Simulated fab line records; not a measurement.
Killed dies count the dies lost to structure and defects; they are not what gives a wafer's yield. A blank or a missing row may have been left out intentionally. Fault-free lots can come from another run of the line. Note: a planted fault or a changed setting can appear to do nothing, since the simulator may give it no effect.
fab line records + flow n5_finfet
record:
- lots: 4
- wafers: 12
- last_day: 17
route steps=1938 shown BEOL_M13@1704 BEOL_M14@1716 PASSIVATION@1936
lots with no fault: from the same line, run without faults
start_h: the number of hours between the record's first day and the start of the first shown wafer of the lot + wait_h: how many hours have passed since the lot's step before this one + " unchanged from the row above + L1.1+2: a single row standing in for several wafers + - no value, or no start given + * or withheld: withheld + < > ~ a bound
route shown NAME@n: a module of which the file shows steps, and the number in the route of the first + usual: the fault-free wafers' mean and standard deviation + same: alike in all rows + chamber/n: place in a boat + sites: the reading at each site + _std_site: standard deviation of those values + _edge_site: mean of outer sites minus mean of inner sites + radius_mm: for every site, how far away it sits from the centre of the wafer + mask NAME#n: copy n + behind: the most recent tool/chamber to have shaped the wafer + hold: what put the lot on hold/how long, in hours/how the hold closed + device: names the non-switching transistor (n, p or np) + end of line: at the end of the route, the tests of the same wafers + a step with no rows: only its recipe + killed: the dies lost at the first sort to structure and to defects; this is not the yield of the wafer + map: dies across one wafer; x = killed, . = not, _ = none there
set.NAME: the setting that was run; set.NAME@STEP: the one run at that earlier step + model.NAME: the simulator's own value behind a step, which no gauge read
a table for each step, a row for each wafer; lots at some steps of the route
services: a tool's chamber out of use, with start hour (start_h, from the record's first day; less than 0 if before it), hours out, and reason
== steps ==
step: N5_BEOL_M13_PRE_CLEAN_42
recipe:
- gas: H2/He
- time_s: 30
- temp_c: 250
step: N5_BEOL_M13_SPUTTER_43
recipe:
- material: TaN
- target_thk_a: 150
- temp_c: 50
- bias_v: 168.6
- power_w: 15000
- chamber_pressure_pa: 0.12
- time_s: 24.19
step: N5_BEOL_M13_SPUTTER_44
recipe:
- material: Ta
- target_thk_a: 100
- temp_c: 50
- bias_v: 80
- power_w: 15000
- chamber_pressure_pa: 0.07
- time_s: 16.13
step: N5_BEOL_M13_SPUTTER_45
recipe:
- material: Cu
- target_thk_a: 800
- temp_c: -20
- bias_v: 60
- power_w: 26000
- chamber_pressure_pa: 0.13
- time_s: 13.33
step: N5_BEOL_M13_ECD_47
recipe:
- material: Cu
- target_thk_a: 9360
step: N5_BEOL_M13_ANNEAL_48
recipe:
- temp_c: 225
- time_s: 90
- ambient: N2
step: N5_BEOL_M13_CMP_49
recipe:
- stop_on: SiOC
- t_overpolish_s: 17.1
- down_force_psi: 1
- platen_rpm: 50
- clearing_platen_down_force_psi: 1.5
- clearing_platen_rpm: 50
- post_cmp_clean: cu_alkaline
- target_thk_nm: 420
- clearing_platen_pad_velocity_m_s: 0.99484
- pad_velocity_m_s: 0.99484
step: N5_BEOL_M13_PRE_CLEAN_52
recipe:
- gas: NH3
- time_s: 15
- temp_c: withheld
- rf_power_w: 300
step: N5_BEOL_M13_DEP_53
recipe:
- material: SiCN
- target_thk_a: 500
- temp_c: withheld
- precursor: 3MS/NH3
- pressure_torr: 3
- rf_w: 675
- time_s: 17.8
step: N5_BEOL_M14_ILD_DEP_00
recipe:
- material: SiO2
- target_thk_a: 11193
- temp_c: 400
- precursor: TEOS/O2
- pressure_torr: 6.5
- rf_w: 900
- teos_flow_sccm: 161.4
- gas: O2
- flow_sccm: 2650
- time_s: 237.4
usual:
- heater_power_w: 570/100
- run_length_s: 280.4/0.44
- showerhead_plenum_p_Torr: 8.356/0.023
- showerhead_vpp_V: 1846/77
- throttle_valve_pct: 18.6/1.2
| lot.wafer | tool     | chamber | start_h | wait_h | heater_power_w | run_length_s | showerhead_plenum_p_Torr | showerhead_vpp_V | since_wet_clean_h | throttle_valve_pct | model.SiO2_of_BEOL_M14_ILD_DEP_00.thk_nm |
|-----------|----------|---------|---------|--------|----------------|--------------|--------------------------|------------------|-------------------|--------------------|------------------------------------------|
| L806.2    | pecvd-03 | 2       | 269.98  | 0.0    | 779            | 279.3        | 8.335                    | 1902             | 220               | 17.7               | 1122                                     |
| L806.4    | "        | 1       | "       | "      | 420            | 280.3        | 8.372                    | 1702             | -                 | 20.4               | 1148                                     |
| L806.5    | "        | 2       | "       | "      | 840            | 279.6        | 8.346                    | 1874             | -                 | 17.5               | 1146                                     |
| L812.1    | pecvd-03 | 1       | 321.12  | 0.0    | 530            | 245.9        | 8.358                    | 1723             | 1750              | 20.7               | 942.4                                    |
| L812.3    | "        | 0       | "       | "      | 479            | 280.6        | 8.342                    | 1770             | 1025              | 19.1               | 1089                                     |
| L812.6    | "        | 0       | "       | "      | 374            | 280.6        | 8.359                    | 1786             | -                 | 19.1               | 1110                                     |
| L814.1    | pecvd-03 | 0       | 327.61  | 0.0    | 432            | 280.5        | 8.352                    | 1795             | 1032              | 19.2               | 1100                                     |
| L814.2    | "        | 1       | "       | "      | 470            | 246.0        | 8.375                    | 1660             | 1757              | 20.5               | 938.6                                    |
| L814.6    | "        | 0       | "       | "      | 489            | 280.3        | 8.319                    | 1801             | -                 | 19.2               | 1123                                     |
| L822.1    | pecvd-04 | 2       | 383.04  | 0.0    | 635            | 279.9        | 8.333                    | 1860             | 494               | 17.5               | 1105                                     |
| L822.2    | "        | 1       | "       | "      | 569            | 280.3        | 8.324                    | 1968             | 1993              | 19.9               | 1095                                     |
| L822.3    | "        | 0       | "       | "      | 510            | 280.3        | 8.410                    | 1891             | 1268              | 19.7               | 1100                                     |
step: N5_BEOL_M14_THK_MEAS_01
recipe:
- reads: SiO2_of_BEOL_M14_ILD_DEP_00
usual:
- M14_ILD_THK: 1111/13
| lot.wafer | tool          | chamber | start_h | wait_h | M14_ILD_THK[nm] |
|-----------|---------------|---------|---------|--------|-----------------|
| L806.2    | film_metro-02 | -       | 270.17  | 0.1    | 1122            |
| L806.4    | "             | -       | "       | "      | 1150            |
| L806.5    | "             | -       | "       | "      | 1146            |
| L812.1    | film_metro-01 | -       | 321.31  | 0.1    | 943             |
| L812.3    | "             | -       | "       | "      | 1088            |
| L812.6    | "             | -       | "       | "      | 1110            |
| L814.1    | film_metro-02 | -       | 327.80  | 0.1    | 1099            |
| L814.2    | "             | -       | "       | "      | 939             |
| L814.6    | "             | -       | "       | "      | 1122            |
| L822.1    | film_metro-02 | -       | 383.23  | 0.1    | 1104            |
| L822.2    | "             | -       | "       | "      | 1094            |
| L822.3    | "             | -       | "       | "      | 1100            |
step: N5_BEOL_M14_COAT_58
recipe:
- resist: BARC
- temp_c: 205
- time_s: 60
- spin_rpm: 1500
- resist_thk_nm: 89
step: N5_BEOL_M14_COAT_04
recipe:
- spin_rpm: 1704
- resist_thk_nm: 800
step: N5_BEOL_M14_EBR_06
recipe:
- solvent: PGMEA
- ebr_width_mm: 1.5
step: N5_BEOL_M14_SOFTBAKE_05
recipe:
- temp_c: 130
- time_s: 60
step: N5_BEOL_M14_EXPOSE_07
recipe:
- mask_id: V13
- na: 0.8
- source_shape: annular
- sigma_inner: 0.5
- sigma_outer: 0.8
- polarization: unpolarized
- attpsm_phase_deg: 180
- dose_mj: 57
step: N5_BEOL_M14_PEB_08
recipe:
- peb_temp_c: 130
- peb_time_s: 90
step: N5_BEOL_M14_DEVELOP_09
recipe:
- develop_time_s: 45
- rinse_liquid: diw
- dry: air_spin
- dev_temp_c: 21
step: N5_BEOL_M14_HARDBAKE_14
recipe:
- temp_c: 130
- time_s: 120
step: N5_BEOL_M14_DESCUM_15
recipe:
- chemistry: O2
- time_s: 7.9
- source_power_w: 50
- bias_power_w: 20
- pressure_mtorr: 20
- rf_frequency_hz: 2.712e+07
- temp_c: 40
- o2_flow_sccm: 225
step: N5_BEOL_M14_ETCH_59
recipe:
- chemistry: N2/H2
- target: BARC
- target_depth_a: 890
- overetch_a: 267
- time_s: 67.9
- ion_energy_ev: 200
- pressure_mtorr: 30
- source_w: 840
- bias_w: 150
- n2_flow_sccm: 200
- h2_flow_sccm: 200
step: N5_BEOL_M14_VIA_ETCH_16
recipe:
- chemistry: C4F8/O2/Ar
- target: SiO2
- he_inner_torr: 15
- he_outer_torr: 30
- target_depth_a: 12313
- time_s: withheld
- ion_energy_ev: 800
- pressure_mtorr: 20
- source_w: 1905
- bias_w: 2040
- Ar_flow_sccm: 400
- C4F8_flow_sccm: 16
- O2_flow_sccm: 12
- ends: cleared
usual:
- drypump_motor_current_A: 5.7/0.49
- he_outer_torr: 30.01/0.057
- oes_product_au: 0.73/0.063
- rf_vpp_V: 2232/21
- showerhead_plenum_p_Torr: 3.47/0.13
- throttle_valve_pct: 30.77/0.27
| lot.wafer | tool        | chamber | start_h | wait_h | drypump_motor_current_A | he_outer_torr | oes_product_au | rf_vpp_V | showerhead_plenum_p_Torr | throttle_valve_pct | model.etch.depth_nm | model.coat_of_BEOL_M14_COAT_04.thk_nm |
|-----------|-------------|---------|---------|--------|-------------------------|---------------|----------------|----------|--------------------------|--------------------|---------------------|---------------------------------------|
| L806.2    | rie_diel-02 | 3       | 270.65  | 0.0    | 5.3                     | 30.08         | 0.71           | 2247     | 3.47                     | 30.90              | 1122                | 453.4                                 |
| L806.4    | "           | 1       | "       | "      | 5.9                     | 30.00         | 0.63           | 2208     | 3.28                     | 30.94              | 1148                | 449.2                                 |
| L806.5    | "           | 0       | "       | "      | 6.8                     | 29.98         | 0.85           | 2271     | 3.64                     | 30.29              | 1146                | 446.8                                 |
| L812.1    | rie_diel-05 | 2       | 321.79  | 0.0    | 5.9                     | 29.89         | 0.77           | 2231     | 3.36                     | 30.68              | 942.4               | 495                                   |
| L812.3    | "           | 1       | "       | "      | 5.9                     | 29.98         | 0.70           | 2214     | 3.44                     | 30.42              | 1089                | 461.2                                 |
| L812.6    | "           | 0       | "       | "      | 5.7                     | 29.93         | 0.67           | 2245     | 3.56                     | 31.01              | 1110                | 462                                   |
| L814.1    | rie_diel-02 | 0       | 328.58  | 0.0    | 6.8                     | 30.05         | 0.79           | 2270     | 3.63                     | 30.29              | 1100                | 455.4                                 |
| L814.2    | "           | 2       | "       | "      | 5.6                     | 29.95         | 0.76           | 2248     | 3.61                     | 31.12              | 938.6               | 492.8                                 |
| L814.6    | "           | 2       | "       | "      | 5.6                     | 29.88         | 0.75           | 2244     | 3.61                     | 31.10              | 1123                | 447.2                                 |
| L822.1    | rie_diel-02 | 2       | 383.84  | 0.0    | 5.6                     | 29.99         | 0.74           | 2245     | 3.60                     | 31.11              | 1105                | 453.8                                 |
| L822.2    | "           | 1       | "       | "      | 5.9                     | 29.94         | 0.86           | 2241     | 3.66                     | 30.73              | 1095                | 460.2                                 |
| L822.3    | "           | 0       | "       | "      | 6.8                     | 30.03         | 0.77           | 2269     | 3.62                     | 30.31              | 1100                | 457.8                                 |
step: N5_BEOL_M14_STRIP_63
recipe:
- chemistry: O2
- power_w: 600
- temp_c: 60
- pressure_mtorr: 30
- rf_frequency_hz: 6e+07
- bias_power_w: 0
- overash_fraction: 0.3
- o2_flow_sccm: 225
step: N5_BEOL_M14_STRIP_64
recipe:
- chemistry: O2
- power_w: 600
- temp_c: 60
- pressure_mtorr: 30
- rf_frequency_hz: 6e+07
- bias_power_w: 0
- overash_fraction: 0.3
- o2_flow_sccm: 225
step: N5_BEOL_M14_STRIP_71
recipe:
- chemistry: post_etch_residue_remover
- time_s: 60
- temp_c: 25
- remover_ph: withheld
- remover_water_wt_pct: withheld
- remover_fluoride_wt_pct: withheld
step: N5_BEOL_M14_SRD_72
recipe:
- time_s: 30
- temp_c: 23
- rinse_liquid: diw
- dry: n2_spin
- spin_rpm: 1500
- dry_time_s: 30
step: N5_BEOL_M14_COAT_65
recipe:
- resist: SOC
- temp_c: 250
- time_s: 60
- spin_rpm: 1500
- resist_thk_nm: 450
step: N5_BEOL_M14_COAT_66
recipe:
- resist: SiARC
- temp_c: 220
- time_s: 60
- spin_rpm: 1500
- resist_thk_nm: 110
step: N5_BEOL_M14_COAT_22
recipe:
- spin_rpm: 2888
- resist_thk_nm: 300
step: N5_BEOL_M14_EBR_24
recipe:
- solvent: PGMEA
- ebr_width_mm: 1.5
step: N5_BEOL_M14_SOFTBAKE_23
recipe:
- temp_c: 130
- time_s: 60
step: N5_BEOL_M14_EXPOSE_25
recipe:
- mask_id: M14
- na: 0.8
- source_shape: annular
- sigma_inner: 0.5
- sigma_outer: 0.8
- polarization: unpolarized
- target_cd_nm: 280
- dose_mj: 26.6
step: N5_BEOL_M14_PEB_26
recipe:
- peb_temp_c: 130
- peb_time_s: 90
step: N5_BEOL_M14_DEVELOP_27
recipe:
- develop_time_s: 45
- rinse_liquid: diw
- dry: air_spin
- dev_temp_c: 21
step: N5_BEOL_M14_HARDBAKE_32
recipe:
- temp_c: 130
- time_s: 120
step: N5_BEOL_M14_CMP_49
recipe:
- stop_on: SiO2
- t_overpolish_s: 5.2
- down_force_psi: 2
- platen_rpm: 80
- clearing_platen_down_force_psi: 2
- clearing_platen_rpm: 80
- post_cmp_clean: cu_alkaline
- target_thk_nm: 560
- clearing_platen_pad_velocity_m_s: 1.5917
- pad_velocity_m_s: 1.5917
usual:
- clearing_platen_down_force_psi: 2.000/0.004
- motor_current_A: 8.2/0.81
| lot.wafer | tool   | chamber | start_h | wait_h | clearing_platen_down_force_psi | motor_current_A | model.SiO2_of_BEOL_M14_ILD_DEP_00.thk_nm |
|-----------|--------|---------|---------|--------|--------------------------------|-----------------|------------------------------------------|
| L806.4    | cmp-03 | 0       | 277.99  | 0.2    | 2.000                          | 8.7             | 1068                                     |
| L806.2    | "      | 1       | "       | "      | 2.002                          | 9.6             | 1041                                     |
| L806.5    | "      | 3       | "       | "      | 2.002                          | 9.3             | 1066                                     |
| L812.1    | cmp-03 | 3       | 326.66  | 0.3    | 2.000                          | 9.3             | 862.6                                    |
| L812.3    | "      | 1       | "       | "      | 2.002                          | 9.3             | 1008                                     |
| L812.6    | "      | 0       | "       | "      | 2.004                          | 8.7             | 1030                                     |
| L814.1    | cmp-01 | 3       | 332.64  | 0.5    | 1.997                          | 8.2             | 1020                                     |
| L814.2    | "      | 1       | "       | "      | 2.003                          | 7.5             | 857                                      |
| L814.6    | "      | 3       | "       | "      | 1.997                          | 7.9             | 1042                                     |
| L822.3    | cmp-03 | 2       | 391.22  | 0.2    | 2.000                          | 7.3             | 1020                                     |
| L822.2    | "      | 0       | "       | "      | 2.002                          | 9.2             | 1015                                     |
| L822.1    | "      | 1       | "       | "      | 2.000                          | 9.4             | 1024                                     |
step: N5_PASSIVATION_PROBE_49
usual:
- defect_limited_yield: 91.3/1.3
- killed_at_M0_to_M3: 32/11
- killed_at_M4_up: 15/5.6
- killed_at_contacts: 12/6
- killed_at_front_end: 40/11
- killed_at_other: 3.5/2.6
- killed_dies: 102/15
- killed_open: 67/12
- killed_short: 34/7.3
- sort_bin_5_function: 5.1/0.85
- sort_bin_6_memory: 3.2/0.61
- sort_n_pass: 1078/15
- sort_yield_pct: 91.3/1.3
same:
- gross_dies: 1180
- killed_at_back_side: 0
- sort_bin_4_leakage[%]: 0
- sort_bin_8_speed[%]: 0
| lot.wafer | tool      | chamber | start_h | wait_h | defect_limited_yield[%] | killed_at_M0_to_M3 | killed_at_M4_up | killed_at_contacts | killed_at_front_end | killed_at_other | killed_dies | killed_open | killed_short | sort_bin_5_function[%] | sort_bin_6_memory[%] | sort_n_pass | sort_yield_pct[%] |
|-----------|-----------|---------|---------|--------|-------------------------|--------------------|-----------------|--------------------|---------------------|-----------------|-------------|-------------|--------------|------------------------|----------------------|-------------|-------------------|
| L812.1    | prober-01 | -       | 346.58  | 0.0    | 91.9                    | 31                 | 13              | 5                  | 39                  | 7               | 95          | 65          | 30           | 4.8                    | 2.9                  | 1085        | 91.9              |
| L812.3    | prober-01 | -       | 346.68  | 0.1    | 91.7                    | 34                 | 14              | 5                  | 39                  | 6               | 98          | 61          | 36           | 5.6                    | 2.4                  | 1082        | 91.7              |
| L812.6    | prober-01 | -       | 346.83  | 0.3    | 89.7                    | 25                 | 13              | 27                 | 51                  | 5               | 121         | 93          | 27           | 5.8                    | 4.2                  | 1059        | 89.7              |
killed by level:class
L812.1 FIN_SAQP:geometric_particle:open=12 BEOL_M3:geometric_particle:open=10 STI_FIN_REVEAL:geometric_particle:open=7 BEOL_M2:geometric_particle:open=6 BEOL_M0_SAQP:geometric_particle:short=5 MOL_CONTACT_COAG:geometric_particle:open=4 BEOL_M4:geometric_particle:open=4 STARTING-WAFER:geometric_particle:short=4
L812.3 BEOL_M2:geometric_particle:open=15 FIN_SAQP:geometric_particle:short=10 BEOL_M4:geometric_particle:open=8 GATE_CUT:geometric_particle:short=5 MOL_CONTACT_COAG:geometric_particle:open=5 BEOL_M1:geometric_particle:open=5 FIN_SAQP:geometric_particle:open=4 STI_FIN_REVEAL:geometric_particle:open=4
L812.6 MOL_CONTACT_COAG:geometric_particle:open=22 FIN_SAQP:geometric_particle:open=13 STI_FIN_REVEAL:geometric_particle:open=10 ILD0:geometric_particle:open=9 FIN_SAQP:geometric_particle:short=7 BEOL_M3:geometric_particle:open=7 BEOL_M4:geometric_particle:open=6 BEOL_M1:geometric_particle:open=6
== services ==
| tool        | chamber | start_h | hours | kind                           |
|-------------|---------|---------|-------|--------------------------------|
| pecvd-04    | 0       | 247.72  | 5.5   | scheduled_down                 |
| pecvd-03    | 2       | 252.89  | 2.1   | scheduled_down                 |
| cmp-03      | -       | 272.84  | 2.9   | pm                             |
| cmp-01      | -       | 276.34  | 4.0   | pm                             |
| cmp-01      | -       | 280.34  | -     | consumable_replace:conditioner |
| cmp-01      | -       | 280.34  | -     | consumable_replace:pad         |
| rie_diel-02 | 1       | 334.44  | 8.8   | repair                         |
| rie_diel-02 | 1       | 343.50  | -     | clean                          |
| rie_diel-02 | 1       | 343.50  | -     | consumable_replace:focus_ring  |
| rie_diel-02 | 1       | 343.50  | -     | consumable_replace:showerhead  |
| rie_diel-02 | 1       | 343.50  | 16.8  | scheduled_down                 |
| rie_diel-02 | 1       | 343.50  | 16.8  | vent_cycle                     |
| cmp-03      | -       | 344.57  | 11.1  | repair                         |
| cmp-01      | -       | 346.59  | 6.5   | pm                             |
| cmp-01      | -       | 355.65  | 0.8   | repair                         |
| rie_diel-02 | 0       | 357.09  | 4.7   | repair                         |
| pecvd-04    | 0       | 364.47  | 2.1   | scheduled_down                 |
| rie_diel-05 | -       | 378.36  | 0.1   | repair                         |
| rie_diel-05 | 1       | 381.56  | 7.5   | repair                         |
| pecvd-03    | 2       | 382.58  | 5.5   | scheduled_down                 |
| rie_diel-02 | -       | 390.87  | 14.6  | pm                             |
== key ==
first_sign:
- step: N5_BEOL_M14_ILD_DEP_00
- reading: run_length_s
- direction: down
- sigmas: 78
- usual: *
- struck: *
effect:
- step: N5_BEOL_M14_THK_MEAS_01
- reading: M14_ILD_THK
- direction: down
- sigmas: 13
- usual: 1111
- struck: 941
model_effect:
- step: N5_BEOL_M14_ILD_DEP_00
- value: SiO2_of_BEOL_M14_ILD_DEP_00.thk_nm
- without: 1101
- struck: 940.5
model_effect:
- step: N5_BEOL_M14_VIA_ETCH_16
- value: etch.depth_nm
- without: 1101
- struck: 940.5
model_effect:
- step: N5_BEOL_M14_CMP_49
- value: SiO2_of_BEOL_M14_ILD_DEP_00.thk_nm
- without: 1020
- struck: 859.8
met_at N5_BEOL_M14_ILD_DEP_00
struck_wafers L812.1,L814.2
onset_between 269.98 321.12
fault:
- kind: process_parameter_drift
- tool: pecvd-03
- chamber: 1
- onset_h: 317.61
- steps: N5_BEOL_M14_ILD_DEP_00
- channel: time_s
- offset: *
- shape: step
- end_h: 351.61
- acts_in: *
- stated: *
